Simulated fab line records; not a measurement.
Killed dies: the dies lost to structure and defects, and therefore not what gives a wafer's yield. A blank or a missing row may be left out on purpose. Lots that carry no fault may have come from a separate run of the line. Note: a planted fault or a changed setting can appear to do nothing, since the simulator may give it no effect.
fab line records -- flow n5Finfet
record lots=11, wafers=33, lastDay=17
route steps=1938 shown DUMMY_GATE@215 MIM_BOT_LITHO@1863 PASS1_CAP@1874 PASSIVATION@1909
lots untouched by any fault: they come from a run of this same line in which no faults occurred
startH: the number of hours between the record's first day and the start of the first shown wafer of the lot -- waitH: hours since the lot's step before -- " identical to the entry in the row above -- L1.1+2: several wafers, shown together as one row -- - no value, or no start was given -- * or withheld: withheld -- < > ~ a bound
route shown NAME@n: NAME is a module with steps in the file, n the number in the route of the first one -- usual: average and standard deviation across the fault-free wafers -- same: alike in all rows -- chamber/n: place in a boat -- sites: per-site readings -- _std_site: standard deviation of those values -- _edge_site: mean of outer sites minus mean of inner sites -- radiusMm: for every site, how far away it sits from the centre of the wafer -- mask NAME#n: copy n -- behind: tool/chamber where the wafer was last shaped -- hold: what put the lot on hold/how long, in hours/how the hold closed -- device: the n, p or np transistor that did not switch -- end of line: tests of these same wafers at the route's end -- a step with no rows: only its recipe -- killed: count of dies lost to structure and defects at first sort (not the wafer's yield) -- map: dies across one wafer; x = killed, . = not, _ = none there
set.NAME: the setting as run; set.NAME@STEP: as run at that earlier step -- model.NAME: the simulator's own value behind a step, which no gauge read
the route's steps for a sample of lots (tables are steps, rows are wafers)
services: the hour from which a tool's chamber was out of use, counted from the record's first day as startH (under 0 if before that day), plus the number of hours and why
## steps
# step N5_DUMMY_GATE_CVD_03
# recipe material=a-Si, targetThkA=1500, tempC=530, precursor=SiH4, timeS=8042
# usual spikeTcBottomC=551/3.2, spikeTcCentreC=531.1/0.95, zonePowerLowerPct=6.9/0.34, zonePowerUpperPct=7.14/0.28
lot.wafer,tool,chamber,startH,waitH,spikeTcBottomC,spikeTcCentreC,zonePowerLowerPct,zonePowerUpperPct
L856.1,lpcvd-01,1/90,38.49,0.1,550,531.7,7.0,7.05
L856.2,lpcvd-01,1/95,38.49,0.1,550,531.7,7.0,7.05
L856.3,lpcvd-01,1/100,38.49,0.1,550,531.7,7.0,7.05
L857.1,lpcvd-01,0/15,45.01,0.1,546,532.3,7.2,6.83
L857.3,lpcvd-01,0/25,45.01,0.1,546,532.3,7.2,6.83
L857.5,lpcvd-01,0/34,45.01,0.1,546,532.3,7.2,6.83
L858.1,lpcvd-01,0/15,49.80,0.1,546,532.2,7.2,6.81
L858.4,lpcvd-01,0/29,49.80,0.1,546,532.2,7.2,6.81
L858.5,lpcvd-01,0/34,49.80,0.1,546,532.2,7.2,6.81
L859.1,lpcvd-01,1/40,55.37,0.1,551,531.5,6.9,6.97
L859.3,lpcvd-01,1/50,55.37,0.1,551,531.5,6.9,6.97
L859.5,lpcvd-01,1/59,55.37,0.1,551,531.5,6.9,6.97
L860.1,lpcvd-01,1/15,60.92,0.1,551,531.6,7.0,6.97
L860.5,lpcvd-01,1/34,60.92,0.1,551,531.6,7.0,6.97
L860.6,lpcvd-01,1/39,60.92,0.1,551,531.6,7.0,6.97
L861.1,lpcvd-01,0/40,67.02,0.1,546,532.1,7.2,6.84
L861.3,lpcvd-01,0/50,67.02,0.1,546,532.1,7.2,6.84
L861.5,lpcvd-01,0/59,67.02,0.1,546,532.1,7.2,6.84
L872.1,lpcvd-02,0/15,133.46,0.1,553,530.8,7.0,7.57
L872.5,lpcvd-02,0/34,133.46,0.1,553,530.8,7.0,7.57
L872.6,lpcvd-02,0/39,133.46,0.1,553,530.8,7.0,7.57
L873.1,lpcvd-02,0/90,139.49,0.1,553,530.0,7.0,7.56
L873.3,lpcvd-02,0/100,139.49,0.1,553,530.0,7.0,7.56
L873.6,lpcvd-02,0/114,139.49,0.1,553,530.0,7.0,7.56
L875.3,lpcvd-02,0/100,152.11,0.1,552,529.2,7.0,7.64
L875.5,lpcvd-02,0/109,152.11,0.1,552,529.2,7.0,7.64
L875.6,lpcvd-02,0/114,152.11,0.1,552,529.2,7.0,7.64
L877.1,lpcvd-02,0/15,163.49,0.1,553,529.8,7.0,7.57
L877.2,lpcvd-02,0/20,163.49,0.1,553,529.8,7.0,7.57
L877.4,lpcvd-02,0/29,163.49,0.1,553,529.8,7.0,7.57
L878.4,lpcvd-02,1/29,169.41,0.1,555,531.1,6.2,7.16
L878.5,lpcvd-02,1/34,169.41,0.1,555,531.1,6.2,7.16
L878.6,lpcvd-02,1/39,169.41,0.1,555,531.1,6.2,7.16
# step N5_MIM_BOT_LITHO_OVL_MEAS_11
# recipe pointsPerWafer=44
# usual MIM_BOT_OVL=1/4.9
lot.wafer,tool,chamber,startH,waitH,MIM_BOT_OVL[nm]
L856.1,overlay-01,0,260.77,0.0,4
L856.2,overlay-01,0,260.77,0.0,3
L856.3,overlay-01,0,260.77,0.0,8
L857.1,overlay-01,0,266.88,0.0,6
L857.3,overlay-01,0,266.88,0.0,6
L857.5,overlay-01,0,266.88,0.0,0
L858.1,overlay-01,0,289.33,0.0,0
L858.4,overlay-01,0,289.33,0.0,-1
L858.5,overlay-01,0,289.33,0.0,-2
L860.1,overlay-01,0,289.75,0.0,-4
L860.5,overlay-01,0,289.75,0.0,6
L860.6,overlay-01,0,289.75,0.0,6
L859.1,overlay-02,0,292.80,0.0,-2
L859.3,overlay-02,0,292.80,0.0,-10
L859.5,overlay-02,0,292.80,0.0,-3
L861.1,overlay-02,0,303.42,0.0,-8
L861.3,overlay-02,0,303.42,0.0,-10
L861.5,overlay-02,0,303.42,0.0,-6
L872.1,overlay-02,0,373.97,0.0,-7
L872.5,overlay-02,0,373.97,0.0,7
L872.6,overlay-02,0,373.97,0.0,0
L873.1,overlay-02,0,379.76,0.0,-3
L873.3,overlay-02,0,379.76,0.0,-5
L873.6,overlay-02,0,379.76,0.0,-4
L875.3,overlay-01,0,386.62,0.0,5
L875.5,overlay-01,0,386.62,0.0,5
L875.6,overlay-01,0,386.62,0.0,6
L877.1,overlay-02,0,387.11,0.0,0
L877.2,overlay-02,0,387.11,0.0,-2
L877.4,overlay-02,0,387.11,0.0,2
L878.4,overlay-01,0,391.45,0.0,7
L878.5,overlay-01,0,391.45,0.0,-8
L878.6,overlay-01,0,391.45,0.0,1
# step N5_PASSIVATION_PECVD_01
# recipe material=SiNx, targetThkA=2000, tempC=400, precursor=SiH4/NH3/N2, pressureTorr=4.9, rfW=1406, timeS=43.2
# usual heaterPowerW=408/120, showerheadPlenumPTorr=8.71/0.075, throttleValvePct=29.2/1.5
lot.wafer,tool,chamber,startH,waitH,heaterPowerW,showerheadPlenumPTorr,throttleValvePct
L856.1,pecvd-04,1,262.00,0.0,446,8.76,28.4
L856.2,pecvd-04,2,262.00,0.0,508,8.65,27.1
L856.3,pecvd-04,1,262.00,0.0,444,8.79,28.2
L857.1,pecvd-03,0,267.86,0.0,485,8.85,30.5
L857.3,pecvd-03,2,267.86,0.0,349,8.63,27.1
L857.5,pecvd-03,0,267.86,0.0,488,8.82,30.1
L858.1,pecvd-02,1,290.54,0.0,273,8.72,31.1
L858.4,pecvd-02,2,290.54,0.0,330,8.68,28.4
L858.5,pecvd-02,2,290.54,0.0,343,8.67,28.5
L860.1,pecvd-04,2,291.01,0.0,418,8.65,27.5
L860.5,pecvd-04,2,291.01,0.0,437,8.67,27.5
L860.6,pecvd-04,1,291.01,0.0,501,8.78,28.3
L859.1,pecvd-03,1,293.78,0.0,341,8.83,31.2
L859.3,pecvd-03,0,293.78,0.0,510,8.83,30.5
L859.5,pecvd-03,2,293.78,0.0,410,8.66,26.8
L861.1,pecvd-04,2,304.40,0.0,498,8.64,27.2
L861.3,pecvd-04,0,304.40,0.0,309,8.61,30.9
L861.5,pecvd-04,2,304.40,0.0,506,8.65,27.4
L872.1,pecvd-02,2,374.95,0.0,354,8.67,29.0
L872.5,pecvd-02,1,374.95,0.0,253,8.73,30.9
L872.6,pecvd-02,2,374.95,0.0,351,8.67,28.9
L873.1,pecvd-04,1,380.74,0.0,425,8.80,28.2
L873.3,pecvd-04,0,380.74,0.0,281,8.61,30.9
L873.6,pecvd-04,2,380.74,0.0,510,8.64,27.5
L875.3,pecvd-02,2,387.69,0.0,364,8.68,28.9
L875.5,pecvd-02,0,387.69,0.0,687,8.74,28.6
L875.6,pecvd-02,2,387.69,0.0,373,8.65,29.1
L877.1,pecvd-02,2,388.19,0.0,281,8.66,29.1
L877.2,pecvd-02,0,388.19,0.0,531,8.73,28.7
L877.4,pecvd-02,2,388.19,0.0,298,8.69,29.0
L878.4,pecvd-03,0,392.45,0.0,458,8.83,31.1
L878.5,pecvd-03,2,392.45,0.0,409,8.64,27.4
L878.6,pecvd-03,1,392.45,0.0,403,8.82,31.1
# step N5_PASSIVATION_AL_ETCH_33
# recipe chemistry=Cl2/BCl3, targetDepthA=28000, overEtchFrac=0.15, Cl2_flow_sccm=180, bcl3FlowSccm=60, target=Al, stopOn=TaN, timeS=466.7, ionEnergyEv=100, pressureMtorr=10, icpW=900, biasW=100
# usual drypumpMotorCurrentA=5.6/0.41, oesProductAu=0.71/0.069, throttleValvePct=34.24/0.16
lot.wafer,tool,chamber,startH,waitH,drypumpMotorCurrentA,oesProductAu,rfHoursCounterH,throttleValvePct
L856.1,rieMetal-02,0,265.88,0.1,6.0,0.82,4,34.27
L856.2,rieMetal-02,1,265.88,0.1,5.2,0.71,26,34.21
L856.3,rieMetal-02,0,265.88,0.1,6.0,0.81,-,34.29
L857.1,rieMetal-03,0,269.82,0.1,5.4,0.62,88,34.47
L857.3,rieMetal-03,1,269.82,0.1,6.2,0.80,-,34.02
L857.5,rieMetal-03,0,269.82,0.1,5.4,0.63,-,34.47
L858.1,rieMetal-02,0,293.11,0.1,6.0,0.81,6,34.24
L858.4,rieMetal-02,1,293.11,0.1,5.2,0.72,-,34.19
L858.5,rieMetal-02,0,293.11,0.1,6.0,0.80,-,34.28
L860.1,rieMetal-01,0,293.36,0.1,5.3,0.65,64,34.35
L860.5,rieMetal-01,0,293.36,0.1,5.3,0.66,-,34.32
L860.6,rieMetal-01,1,293.36,0.1,5.2,0.77,-,34.13
L859.1,rieMetal-03,1,299.11,0.1,6.2,0.79,11,34.01
L859.3,rieMetal-03,0,299.11,0.1,5.4,0.61,-,34.51
L859.5,rieMetal-03,0,299.11,0.1,5.4,0.62,-,34.46
L861.1,rieMetal-01,1,306.82,0.1,5.2,0.77,25,34.13
L861.3,rieMetal-01,0,306.82,0.1,5.3,0.66,-,34.31
L861.5,rieMetal-01,0,306.82,0.1,5.3,0.66,-,34.32
L872.1,rieMetal-02,1,377.37,0.1,5.2,0.69,35,34.23
L872.5,rieMetal-02,0,377.37,0.1,6.0,0.76,-,34.32
L872.6,rieMetal-02,1,377.37,0.1,5.2,0.69,-,34.23
L873.1,rieMetal-03,0,383.25,0.1,5.4,0.60,98,34.49
L873.3,rieMetal-03,1,383.25,0.1,6.2,0.76,-,34.01
L873.6,rieMetal-03,0,383.25,0.1,5.4,0.60,-,34.49
L875.3,rieMetal-02,1,390.27,0.2,5.1,0.68,-,34.25
L875.5,rieMetal-02,1,390.27,0.2,5.2,0.69,-,34.22
L875.6,rieMetal-02,0,390.27,0.2,6.0,0.75,-,34.29
L877.1,rieMetal-01,1,390.45,0.1,5.2,0.73,33,34.13
L877.2,rieMetal-01,0,390.45,0.1,5.3,0.65,74,34.29
L877.4,rieMetal-01,1,390.45,0.1,5.3,0.73,-,34.14
L878.4,rieMetal-02,0,397.99,0.2,6.0,0.76,-,34.28
L878.5,rieMetal-02,1,397.99,0.2,5.1,0.68,-,34.22
L878.6,rieMetal-02,0,397.99,0.2,6.0,0.76,-,34.29
# step N5_PASSIVATION_PROBE_49
# usual defectLimitedYield=91.3/1.5, killed_at_M0_to_M3=33/12, killed_at_M4_up=13/5.2, killedAtContacts=13/6.7, killedAtFrontEnd=40/11, killedAtOther=4.1/2.7, killedDies=103/17, killedOnRim=14/4.2, killedOpen=69/13, killedShort=33/8.4, sort_bin_5_function=5.1/1, sort_bin_6_memory=3.2/0.62, sortNPass=1077/17, sortYieldPct=91.3/1.5
# same grossDies=1180, killedAtBackSide=0, sort_bin_4_leakage[%]=0, sort_bin_8_speed[%]=0
lot.wafer,tool,chamber,startH,waitH,defectLimitedYield[%],killed_at_M0_to_M3,killed_at_M4_up,killedAtContacts,killedAtFrontEnd,killedAtOther,killedDies,killedOnRim,killedOpen,killedShort,sort_bin_5_function[%],sort_bin_6_memory[%],sortNPass,sortYieldPct[%]
L860.1,prober-01,-,299.41,0.0,84.1,36,19,2,122,9,188,29,68,27,10.0,3.5,992,84.1
L860.5,prober-01,-,299.61,0.2,82.9,44,22,4,122,10,202,27,69,35,10.6,3.8,978,82.9
L860.6,prober-01,-,299.66,0.3,84.3,25,24,2,128,6,185,23,58,30,8.6,4.4,995,84.3
L859.1,prober-02,-,303.80,0.0,85.7,41,6,6,114,2,169,24,52,28,8.1,3.6,1011,85.7
L859.3,prober-02,-,303.90,0.1,83.6,42,18,11,117,6,194,29,70,34,9.4,4.6,986,83.6
L859.5,prober-02,-,304.00,0.2,85.4,42,15,8,105,2,172,23,51,36,8.9,3.1,1008,85.4
L861.1,prober-01,-,311.91,0.0,84.0,40,9,28,103,9,189,32,82,41,9.4,4.0,991,84.0
L861.3,prober-01,-,312.01,0.1,86.0,37,10,20,93,5,165,29,63,38,7.6,4.2,1015,86.0
L861.5,prober-01,-,312.11,0.2,87.7,33,8,13,84,7,145,31,58,21,7.1,3.1,1035,87.7
# killed by level:class
L860.1 DUMMY_GATE:unspecified=93 BEOL_M4:geometricParticle:open=12 BEOL_M0_SAQP:geometricParticle:short=8 BEOL_M0_SAQP:geometricParticle:open=8 STI_FIN_REVEAL:geometricParticle:open=7 BEOL_M0:geometricParticle:open=6 BEOL_M3:geometricParticle:open=5 FIN_SAQP:geometricParticle:open=4
L860.5 DUMMY_GATE:unspecified=97 BEOL_M3:geometricParticle:open=12 BEOL_M4:geometricParticle:open=10 BEOL_M0_SAQP:geometricParticle:short=9 BEOL_M0:geometricParticle:open=7 DUMMY_GATE:geometricParticle:open=6 BEOL_M0_SAQP:geometricParticle:open=6 STI_FIN_REVEAL:geometricParticle:open=5
L860.6 DUMMY_GATE:unspecified=95 BEOL_M4:geometricParticle:open=16 STI_FIN_REVEAL:geometricParticle:open=13 BEOL_M0_SAQP:geometricParticle:short=5 BEOL_M0_SAQP:geometricParticle:open=5 BEOL_M4:geometricParticle:short=5 FIN_SAQP:geometricParticle:open=4 BEOL_M1:geometricParticle:open=4
L859.1 DUMMY_GATE:unspecified=88 BEOL_M0_SAQP:geometricParticle:short=9 BEOL_M0_SAQP:geometricParticle:open=8 BEOL_M2:geometricParticle:open=8 FIN_SAQP:geometricParticle:open=7 FIN_SAQP:geometricParticle:short=6 MOL_CONTACT_COAG:geometricParticle:open=6 BEOL_M1:geometricParticle:open=6
L859.3 DUMMY_GATE:unspecified=89 BEOL_M0_SAQP:geometricParticle:short=14 MOL_CONTACT_COAG:geometricParticle:open=10 FIN_SAQP:geometricParticle:open=7 STI_FIN_REVEAL:geometricParticle:open=7 BEOL_M0_SAQP:geometricParticle:open=6 BEOL_M1:geometricParticle:open=5 BEOL_M4:geometricParticle:open=5
L859.5 DUMMY_GATE:unspecified=85 BEOL_M0_SAQP:geometricParticle:short=12 BEOL_M3:geometricParticle:open=10 BEOL_M0_SAQP:geometricParticle:open=8 MOL_CONTACT_COAG:geometricParticle:open=6 FIN_SAQP:geometricParticle:short=5 BEOL_M2:geometricParticle:open=5 BEOL_M5:geometricParticle:open=4
L861.1 DUMMY_GATE:unspecified=65 MOL_CONTACT_COAG:geometricParticle:open=19 STI_FIN_REVEAL:geometricParticle:open=15 MOL_CONTACT_COAG:geometricParticle:short=9 BEOL_M0_SAQP:geometricParticle:open=9 BEOL_M1:geometricParticle:open=9 BEOL_M0_SAQP:geometricParticle:short=6 FIN_CUT:geometricParticle:short=4
L861.3 DUMMY_GATE:unspecified=62 MOL_CONTACT_COAG:geometricParticle:open=16 BEOL_M0_SAQP:geometricParticle:short=11 BEOL_M0_SAQP:geometricParticle:open=8 GATE_CUT:geometricParticle:short=7 STI_FIN_REVEAL:geometricParticle:open=6 BEOL_M3:geometricParticle:open=6 BEOL_M2:geometricParticle:open=5
L861.5 DUMMY_GATE:unspecified=66 MOL_CONTACT_COAG:geometricParticle:open=12 BEOL_M0_SAQP:geometricParticle:open=11 BEOL_M0:geometricParticle:open=6 BEOL_M3:geometricParticle:open=6 BEOL_M0_SAQP:geometricParticle:short=4 BEOL_M3:geometricParticle:short=4 STI_FIN_REVEAL:geometricParticle:open=3
## services
tool,chamber,startH,hours,kind
rieMetal-01,-,40.53,1.3,repair
pecvd-03,1,42.80,22.1,repair
pecvd-03,-,60.58,14.6,pm
rieMetal-01,-,124.67,2.8,pm
pecvd-02,-,139.84,0.3,repair
pecvd-02,2,164.86,29.8,repair
pecvd-02,-,165.15,0.4,repair
rieMetal-03,1,171.39,9.5,repair
lpcvd-01,-,175.05,2.8,pm
rieMetal-01,1,181.95,1.7,repair
pecvd-02,1,189.86,2.9,repair
lpcvd-02,-,229.30,14.6,pm
rieMetal-01,-,231.41,5.1,repair
rieMetal-01,0,248.82,21.7,repair
rieMetal-02,-,249.19,2.8,pm
pecvd-03,0,275.91,7.4,repair
rieMetal-03,-,277.13,0.7,repair
rieMetal-01,-,277.25,0.9,repair
pecvd-04,-,278.25,1.6,repair
lpcvd-02,-,288.16,0.5,repair
pecvd-03,1,301.75,6.2,repair
pecvd-02,-,308.21,5.5,pm
pecvd-02,-,375.70,1.7,repair
pecvd-02,-,391.99,2.8,pm
## key
firstSign step=N5_PASSIVATION_PROBE_49, reading=killedAtFrontEnd, direction=up, sigmas=6.3, usual=40, struck=110
effect step=N5_PASSIVATION_PROBE_49, reading=killedDies, direction=up, sigmas=4.4, usual=103, struck=179
moreKillsBornAt N5_DUMMY_GATE_CVD_03@lpcvd-01=740
metAt N5_DUMMY_GATE_CVD_03
struckLots L859,L860,L861
notActingAt N5_MIM_BOT_LITHO_OVL_MEAS_11,N5_PASSIVATION_PECVD_01,N5_PASSIVATION_AL_ETCH_33
fault kind=chamberParticleSource, tool=lpcvd-01, chamber=-, onsetH=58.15, steps=N5_DUMMY_GATE_CVD_03, ratePerVisitCm2=1.3554, endH=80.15
